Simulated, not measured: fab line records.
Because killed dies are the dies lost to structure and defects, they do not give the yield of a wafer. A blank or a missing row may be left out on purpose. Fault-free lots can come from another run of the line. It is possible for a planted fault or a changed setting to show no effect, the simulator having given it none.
Which tool was responsible? || flow nand-harc || 12 lots with 36 wafers sampled at 4 steps, on a route of 1302 steps

## WHAT THE GAUGES READ, wafer by wafer
The record lacks any reading of a measuring or inspecting step that a usual standard deviation could be used to judge.

## WHAT TOOL EACH LOT RAN ON (gives the tool, then ch and the chambers of the sampled wafers, and finally the start)
{"lot": "L114", "NHARC_A_STAIRCASE_DESCUM_219": "rie-diel-03 ch 0,1,3, day 17 05:55", "NHARC_A_STAIRCASE_TRIM_220": "rie-diel-03 ch 0,2,3, day 17 05:59", "NHARC_A_STAIRCASE_TRIM_224": "rie-diel-03 ch 1,2,3, day 17 06:31", "NHARC_A_STAIRCASE_ETCH_230": "rie-diel-03 ch 1,2,3, no start"}
{"lot": "L115", "NHARC_A_STAIRCASE_DESCUM_219": "rie-diel-03 ch 1,2,3, day 17 06:12", "NHARC_A_STAIRCASE_TRIM_220": "rie-diel-03 ch 0,2,3, day 17 06:20", "NHARC_A_STAIRCASE_TRIM_224": "rie-diel-03 ch 1,2,3, day 17 06:58", "NHARC_A_STAIRCASE_ETCH_230": "rie-diel-03 ch 0,2,3, no start"}
{"lot": "L116", "NHARC_A_STAIRCASE_DESCUM_219": "rie-diel-03 ch 0,2, day 17 11:35", "NHARC_A_STAIRCASE_TRIM_220": "rie-diel-03 ch 0,2, day 17 11:40", "NHARC_A_STAIRCASE_TRIM_224": "rie-diel-03 ch 0,1, day 17 12:07", "NHARC_A_STAIRCASE_ETCH_230": "rie-diel-03 ch 0,1,3, no start"}
{"lot": "L117", "NHARC_A_STAIRCASE_DESCUM_219": "rie-diel-06 ch 0,1,3, day 17 15:59", "NHARC_A_STAIRCASE_TRIM_220": "rie-diel-06 ch 0,2,3, day 17 16:07", "NHARC_A_STAIRCASE_TRIM_224": "rie-diel-06 ch 0,2,3, day 17 16:40", "NHARC_A_STAIRCASE_ETCH_230": "rie-diel-05 ch 1,2,3, no start"}
{"lot": "L118", "NHARC_A_STAIRCASE_DESCUM_219": "rie-diel-03 ch 0,2,3, day 17 23:14", "NHARC_A_STAIRCASE_TRIM_220": "rie-diel-03 ch 0,1, day 17 23:20", "NHARC_A_STAIRCASE_TRIM_224": "rie-diel-03 ch 0,3, day 18 00:32", "NHARC_A_STAIRCASE_ETCH_230": "rie-diel-03 ch 0,3, no start"}
{"lot": "L119", "NHARC_A_STAIRCASE_DESCUM_219": "rie-diel-06 ch 0,1, day 18 03:04", "NHARC_A_STAIRCASE_TRIM_220": "rie-diel-06 ch 0,2,3, day 18 03:11", "NHARC_A_STAIRCASE_TRIM_224": "rie-diel-06 ch 1,2,3, day 18 03:59", "NHARC_A_STAIRCASE_ETCH_230": "rie-diel-06 ch 0,1,3, no start"}
{"lot": "L128", "NHARC_A_STAIRCASE_DESCUM_219": "rie-diel-03 ch 0,1,2, day 22 02:21", "NHARC_A_STAIRCASE_TRIM_220": "rie-diel-03 ch 1,2,3, day 22 02:26", "NHARC_A_STAIRCASE_TRIM_224": "rie-diel-03 ch 0,1,2, day 22 02:54", "NHARC_A_STAIRCASE_ETCH_230": "rie-diel-06 ch 0,1,3, no start"}
{"lot": "L133", "NHARC_A_STAIRCASE_DESCUM_219": "rie-diel-06 ch 1,2, day 24 00:08", "NHARC_A_STAIRCASE_TRIM_220": "rie-diel-06 ch 1,2,3, day 24 00:14", "NHARC_A_STAIRCASE_TRIM_224": "rie-diel-06 ch 0,1,2, day 24 00:45", "NHARC_A_STAIRCASE_ETCH_230": "rie-diel-05 ch 1,3, no start"}
{"lot": "L134", "NHARC_A_STAIRCASE_DESCUM_219": "rie-diel-06 ch 1,3, day 24 00:26", "NHARC_A_STAIRCASE_TRIM_220": "rie-diel-06 ch 1,3, day 24 00:34", "NHARC_A_STAIRCASE_TRIM_224": "rie-diel-06 ch 0,1,3, day 24 01:06", "NHARC_A_STAIRCASE_ETCH_230": "rie-diel-06 ch 1,2,3, no start"}
{"lot": "L135", "NHARC_A_STAIRCASE_DESCUM_219": "rie-diel-06 ch 0,2,3, day 25 03:06", "NHARC_A_STAIRCASE_TRIM_220": "rie-diel-06 ch 1,3, day 25 03:11", "NHARC_A_STAIRCASE_TRIM_224": "rie-diel-06 ch 1,2,3, day 25 03:41", "NHARC_A_STAIRCASE_ETCH_230": "rie-diel-03 ch 0,1,3, no start"}
{"lot": "L136", "NHARC_A_STAIRCASE_DESCUM_219": "rie-diel-06 ch 0,1,3, day 25 12:28", "NHARC_A_STAIRCASE_TRIM_220": "rie-diel-06 ch 2,3, day 25 12:32", "NHARC_A_STAIRCASE_TRIM_224": "rie-diel-06 ch 0,1,3, day 25 13:02", "NHARC_A_STAIRCASE_ETCH_230": "rie-diel-03 ch 0,3, no start"}
{"lot": "L137", "NHARC_A_STAIRCASE_DESCUM_219": "rie-diel-06 ch 0,2,3, day 25 17:28", "NHARC_A_STAIRCASE_TRIM_220": "rie-diel-06 ch 0,1,3, day 25 17:35", "NHARC_A_STAIRCASE_TRIM_224": "rie-diel-06 ch 2,3, day 25 18:29", "NHARC_A_STAIRCASE_ETCH_230": "rie-diel-06 ch 0,2, no start"}
- NHARC_A_STAIRCASE_DESCUM_219: chemistry O2, time 3 s.
- NHARC_A_STAIRCASE_TRIM_220: chemistry O2, time 211.2 s.
- NHARC_A_STAIRCASE_TRIM_224: chemistry O2, time 211.2 s.
- NHARC_A_STAIRCASE_ETCH_230: etches the open film in C4F8/O2, target depth 100 nm, time 40.5 s.

## WHAT THE TOOLS THEMSELVES READ (means of the sampled wafers that have a number; where no wafer has one, the mark that the record gives instead)
NHARC_A_STAIRCASE_DESCUM_219. Usual: drypump-motor-current-A 5.8 A, standard deviation 0.37; oes-product-au 0.998 a.u., standard deviation 0.0074; rf-vpp-V 57.6 V, standard deviation 0.92; showerhead-plenum-p-Torr 1.87 Torr, standard deviation 0.07; throttle-valve-pct 11.309 %, standard deviation 0.0097.
{"lot": "L114", "tool": "rie-diel-03", "drypump-motor-current-A (A)": 5.6, "oes-product-au (a.u.)": 0.988, "rf-vpp-V (V)": 57.8, "showerhead-plenum-p-Torr (Torr)": 1.90, "throttle-valve-pct (%)": 11.314, "flag": ""}
{"lot": "L115", "tool": "rie-diel-03", "drypump-motor-current-A (A)": 5.7, "oes-product-au (a.u.)": 0.990, "rf-vpp-V (V)": 57.2, "showerhead-plenum-p-Torr (Torr)": 1.88, "throttle-valve-pct (%)": 11.294, "flag": ""}
{"lot": "L116", "tool": "rie-diel-03", "drypump-motor-current-A (A)": 5.9, "oes-product-au (a.u.)": 1.002, "rf-vpp-V (V)": 58.0, "showerhead-plenum-p-Torr (Torr)": 1.85, "throttle-valve-pct (%)": 11.307, "flag": ""}
{"lot": "L117", "tool": "rie-diel-06", "drypump-motor-current-A (A)": 5.9, "oes-product-au (a.u.)": 1.008, "rf-vpp-V (V)": 57.8, "showerhead-plenum-p-Torr (Torr)": 1.83, "throttle-valve-pct (%)": 11.299, "flag": ""}
{"lot": "L118", "tool": "rie-diel-03", "drypump-motor-current-A (A)": 5.8, "oes-product-au (a.u.)": 0.997, "rf-vpp-V (V)": 57.6, "showerhead-plenum-p-Torr (Torr)": 1.86, "throttle-valve-pct (%)": 11.305, "flag": ""}
{"lot": "L119", "tool": "rie-diel-06", "drypump-motor-current-A (A)": 6.3, "oes-product-au (a.u.)": 0.999, "rf-vpp-V (V)": 57.2, "showerhead-plenum-p-Torr (Torr)": 1.85, "throttle-valve-pct (%)": 11.313, "flag": ""}
{"lot": "L128", "tool": "rie-diel-03", "drypump-motor-current-A (A)": 5.7, "oes-product-au (a.u.)": 0.996, "rf-vpp-V (V)": 57.4, "showerhead-plenum-p-Torr (Torr)": 1.86, "throttle-valve-pct (%)": 11.314, "flag": ""}
{"lot": "L133", "tool": "rie-diel-06", "drypump-motor-current-A (A)": 6.3, "oes-product-au (a.u.)": 1.010, "rf-vpp-V (V)": 57.4, "showerhead-plenum-p-Torr (Torr)": 1.87, "throttle-valve-pct (%)": 11.314, "flag": ""}
{"lot": "L134", "tool": "rie-diel-06", "drypump-motor-current-A (A)": 5.9, "oes-product-au (a.u.)": 0.999, "rf-vpp-V (V)": 58.9, "showerhead-plenum-p-Torr (Torr)": 1.80, "throttle-valve-pct (%)": 11.307, "flag": ""}
{"lot": "L135", "tool": "rie-diel-06", "drypump-motor-current-A (A)": 5.7, "oes-product-au (a.u.)": 0.999, "rf-vpp-V (V)": 57.8, "showerhead-plenum-p-Torr (Torr)": 1.85, "throttle-valve-pct (%)": 11.310, "flag": ""}
{"lot": "L136", "tool": "rie-diel-06", "drypump-motor-current-A (A)": 5.9, "oes-product-au (a.u.)": 0.992, "rf-vpp-V (V)": 57.1, "showerhead-plenum-p-Torr (Torr)": 1.81, "throttle-valve-pct (%)": 11.309, "flag": ""}
{"lot": "L137", "tool": "rie-diel-06", "drypump-motor-current-A (A)": 5.7, "oes-product-au (a.u.)": 0.999, "rf-vpp-V (V)": 57.6, "showerhead-plenum-p-Torr (Torr)": 1.85, "throttle-valve-pct (%)": 11.309, "flag": ""}

NHARC_A_STAIRCASE_TRIM_220. Usual: drypump-motor-current-A 5.8 A, standard deviation 0.36; oes-product-au 0.997 a.u., standard deviation 0.0077; rf-vpp-V 57.6 V, standard deviation 0.86; showerhead-plenum-p-Torr 3.44 Torr, standard deviation 0.12; throttle-valve-pct 17.037 %, standard deviation 0.0086.
{"lot": "L114", "tool": "rie-diel-03", "drypump-motor-current-A (A)": 5.8, "oes-product-au (a.u.)": 1.005, "rf-vpp-V (V)": 57.8, "showerhead-plenum-p-Torr (Torr)": 3.44, "throttle-valve-pct (%)": 17.037, "flag": ""}
{"lot": "L115", "tool": "rie-diel-03", "drypump-motor-current-A (A)": 5.8, "oes-product-au (a.u.)": 0.998, "rf-vpp-V (V)": 58.2, "showerhead-plenum-p-Torr (Torr)": 3.44, "throttle-valve-pct (%)": 17.038, "flag": ""}
{"lot": "L116", "tool": "rie-diel-03", "drypump-motor-current-A (A)": 6.0, "oes-product-au (a.u.)": 0.997, "rf-vpp-V (V)": 57.3, "showerhead-plenum-p-Torr (Torr)": 3.39, "throttle-valve-pct (%)": 17.029, "flag": ""}
{"lot": "L117", "tool": "rie-diel-06", "drypump-motor-current-A (A)": 5.7, "oes-product-au (a.u.)": 0.998, "rf-vpp-V (V)": 56.7, "showerhead-plenum-p-Torr (Torr)": 3.45, "throttle-valve-pct (%)": 17.036, "flag": ""}
{"lot": "L118", "tool": "rie-diel-03", "drypump-motor-current-A (A)": 5.5, "oes-product-au (a.u.)": 0.996, "rf-vpp-V (V)": 57.9, "showerhead-plenum-p-Torr (Torr)": 3.50, "throttle-valve-pct (%)": 17.033, "flag": ""}
{"lot": "L119", "tool": "rie-diel-06", "drypump-motor-current-A (A)": 5.7, "oes-product-au (a.u.)": 1.000, "rf-vpp-V (V)": 57.9, "showerhead-plenum-p-Torr (Torr)": 3.44, "throttle-valve-pct (%)": 17.041, "flag": ""}
{"lot": "L128", "tool": "rie-diel-03", "drypump-motor-current-A (A)": 5.7, "oes-product-au (a.u.)": 0.990, "rf-vpp-V (V)": 56.9, "showerhead-plenum-p-Torr (Torr)": 3.45, "throttle-valve-pct (%)": 17.038, "flag": ""}
{"lot": "L133", "tool": "rie-diel-06", "drypump-motor-current-A (A)": 5.9, "oes-product-au (a.u.)": 0.990, "rf-vpp-V (V)": 57.8, "showerhead-plenum-p-Torr (Torr)": 3.42, "throttle-valve-pct (%)": 17.023, "flag": ""}
{"lot": "L134", "tool": "rie-diel-06", "drypump-motor-current-A (A)": 5.9, "oes-product-au (a.u.)": 0.997, "rf-vpp-V (V)": 57.4, "showerhead-plenum-p-Torr (Torr)": 3.33, "throttle-valve-pct (%)": 17.040, "flag": ""}
{"lot": "L135", "tool": "rie-diel-06", "drypump-motor-current-A (A)": 5.8, "oes-product-au (a.u.)": 0.997, "rf-vpp-V (V)": 56.4, "showerhead-plenum-p-Torr (Torr)": 3.32, "throttle-valve-pct (%)": 17.041, "flag": ""}
{"lot": "L136", "tool": "rie-diel-06", "drypump-motor-current-A (A)": 5.7, "oes-product-au (a.u.)": 1.000, "rf-vpp-V (V)": 58.4, "showerhead-plenum-p-Torr (Torr)": 3.48, "throttle-valve-pct (%)": 17.037, "flag": ""}
{"lot": "L137", "tool": "rie-diel-06", "drypump-motor-current-A (A)": 5.9, "oes-product-au (a.u.)": 0.996, "rf-vpp-V (V)": 57.4, "showerhead-plenum-p-Torr (Torr)": 3.35, "throttle-valve-pct (%)": 17.036, "flag": ""}

NHARC_A_STAIRCASE_TRIM_224. Usual: drypump-motor-current-A 5.8 A, standard deviation 0.37; oes-product-au 0.998 a.u., standard deviation 0.0072; rf-vpp-V 57.7 V, standard deviation 0.9; showerhead-plenum-p-Torr 3.44 Torr, standard deviation 0.12; throttle-valve-pct 17.037 %, standard deviation 0.0091.
{"lot": "L114", "tool": "rie-diel-03", "drypump-motor-current-A (A)": 5.7, "oes-product-au (a.u.)": 0.996, "rf-vpp-V (V)": 58.0, "showerhead-plenum-p-Torr (Torr)": 3.47, "throttle-valve-pct (%)": 17.035, "flag": ""}
{"lot": "L115", "tool": "rie-diel-03", "drypump-motor-current-A (A)": 5.7, "oes-product-au (a.u.)": 0.989, "rf-vpp-V (V)": 58.4, "showerhead-plenum-p-Torr (Torr)": 3.47, "throttle-valve-pct (%)": 17.036, "flag": ""}
{"lot": "L116", "tool": "rie-diel-03", "drypump-motor-current-A (A)": 5.5, "oes-product-au (a.u.)": 1.002, "rf-vpp-V (V)": 58.5, "showerhead-plenum-p-Torr (Torr)": 3.50, "throttle-valve-pct (%)": 17.028, "flag": ""}
{"lot": "L117", "tool": "rie-diel-06", "drypump-motor-current-A (A)": 5.7, "oes-product-au (a.u.)": 1.003, "rf-vpp-V (V)": 58.0, "showerhead-plenum-p-Torr (Torr)": 3.45, "throttle-valve-pct (%)": 17.039, "flag": ""}
{"lot": "L118", "tool": "rie-diel-03", "drypump-motor-current-A (A)": 5.7, "oes-product-au (a.u.)": 0.992, "rf-vpp-V (V)": 58.2, "showerhead-plenum-p-Torr (Torr)": 3.46, "throttle-valve-pct (%)": 17.039, "flag": ""}
{"lot": "L119", "tool": "rie-diel-06", "drypump-motor-current-A (A)": 5.9, "oes-product-au (a.u.)": 0.999, "rf-vpp-V (V)": 57.2, "showerhead-plenum-p-Torr (Torr)": 3.45, "throttle-valve-pct (%)": 17.054, "flag": ""}
{"lot": "L128", "tool": "rie-diel-03", "drypump-motor-current-A (A)": 5.8, "oes-product-au (a.u.)": 1.054, "rf-vpp-V (V)": 57.5, "showerhead-plenum-p-Torr (Torr)": 3.43, "throttle-valve-pct (%)": 17.027, "flag": "OFF"}
{"lot": "L133", "tool": "rie-diel-06", "drypump-motor-current-A (A)": 6.0, "oes-product-au (a.u.)": 0.994, "rf-vpp-V (V)": 57.5, "showerhead-plenum-p-Torr (Torr)": 3.45, "throttle-valve-pct (%)": 17.045, "flag": ""}
{"lot": "L134", "tool": "rie-diel-06", "drypump-motor-current-A (A)": 5.9, "oes-product-au (a.u.)": 0.998, "rf-vpp-V (V)": 57.0, "showerhead-plenum-p-Torr (Torr)": 3.36, "throttle-valve-pct (%)": 17.036, "flag": ""}
{"lot": "L135", "tool": "rie-diel-06", "drypump-motor-current-A (A)": 5.9, "oes-product-au (a.u.)": 1.000, "rf-vpp-V (V)": 57.8, "showerhead-plenum-p-Torr (Torr)": 3.42, "throttle-valve-pct (%)": 17.031, "flag": ""}
{"lot": "L136", "tool": "rie-diel-06", "drypump-motor-current-A (A)": 6.0, "oes-product-au (a.u.)": 1.003, "rf-vpp-V (V)": 57.3, "showerhead-plenum-p-Torr (Torr)": 3.36, "throttle-valve-pct (%)": 17.028, "flag": ""}
{"lot": "L137", "tool": "rie-diel-06", "drypump-motor-current-A (A)": 5.7, "oes-product-au (a.u.)": 0.997, "rf-vpp-V (V)": 58.2, "showerhead-plenum-p-Torr (Torr)": 3.48, "throttle-valve-pct (%)": 17.045, "flag": ""}

NHARC_A_STAIRCASE_ETCH_230. Usual: oes-product-au 0.947 a.u., standard deviation 0.016; rf-vpp-V 893 V, standard deviation 4.6.
{"lot": "L114", "tool": "rie-diel-03", "oes-product-au (a.u.)": 0.923, "rf-vpp-V (V)": 895, "flag": ""}
{"lot": "L115", "tool": "rie-diel-03", "oes-product-au (a.u.)": 0.933, "rf-vpp-V (V)": 892, "flag": ""}
{"lot": "L116", "tool": "rie-diel-03", "oes-product-au (a.u.)": 0.946, "rf-vpp-V (V)": 895, "flag": ""}
{"lot": "L117", "tool": "rie-diel-05", "oes-product-au (a.u.)": 0.953, "rf-vpp-V (V)": 894, "flag": ""}
{"lot": "L118", "tool": "rie-diel-03", "oes-product-au (a.u.)": 0.942, "rf-vpp-V (V)": 895, "flag": ""}
{"lot": "L119", "tool": "rie-diel-06", "oes-product-au (a.u.)": 0.939, "rf-vpp-V (V)": 891, "flag": ""}
{"lot": "L128", "tool": "rie-diel-06", "oes-product-au (a.u.)": 0.958, "rf-vpp-V (V)": 891, "flag": ""}
{"lot": "L133", "tool": "rie-diel-05", "oes-product-au (a.u.)": 0.977, "rf-vpp-V (V)": 893, "flag": ""}
{"lot": "L134", "tool": "rie-diel-06", "oes-product-au (a.u.)": 0.941, "rf-vpp-V (V)": 892, "flag": ""}
{"lot": "L135", "tool": "rie-diel-03", "oes-product-au (a.u.)": 0.971, "rf-vpp-V (V)": 893, "flag": ""}
{"lot": "L136", "tool": "rie-diel-03", "oes-product-au (a.u.)": 0.943, "rf-vpp-V (V)": 893, "flag": ""}
{"lot": "L137", "tool": "rie-diel-06", "oes-product-au (a.u.)": 0.929, "rf-vpp-V (V)": 895, "flag": ""}

## THE ANSWER, worked out from the rows above alone
Rule: a lot is off if the mean of its wafers that have a number lies more than 3 standard deviations from the usual mean. Also off: a lot with no number at a reading for which 4 or more lots have one. Where the step has rows for the other lots, those lots are counted as sound. Order of review: gauges by route order, followed by the tools' own readings, for which a lot's mean as printed above is used. At the first step where some lot is off, the reading lying furthest off is the one used; lots without a number count as furthest.
Off: L128 (NHARC_A_STAIRCASE_TRIM_224, oes-product-au).
A tool fits if, at that step or a process step before it, it ran every lot that is off, and no sound lot after the first of them. One fits: NHARC_A_STAIRCASE_DESCUM_219 and NHARC_A_STAIRCASE_TRIM_220 and NHARC_A_STAIRCASE_TRIM_224 on rie-diel-03. At NHARC_A_STAIRCASE_DESCUM_219 its last sound lot is L118 (day 17 23:14), its first lot that is off L128 (day 22 02:21): a fault that began between those two fits.

## WHAT THE SIMULATOR PUT IN
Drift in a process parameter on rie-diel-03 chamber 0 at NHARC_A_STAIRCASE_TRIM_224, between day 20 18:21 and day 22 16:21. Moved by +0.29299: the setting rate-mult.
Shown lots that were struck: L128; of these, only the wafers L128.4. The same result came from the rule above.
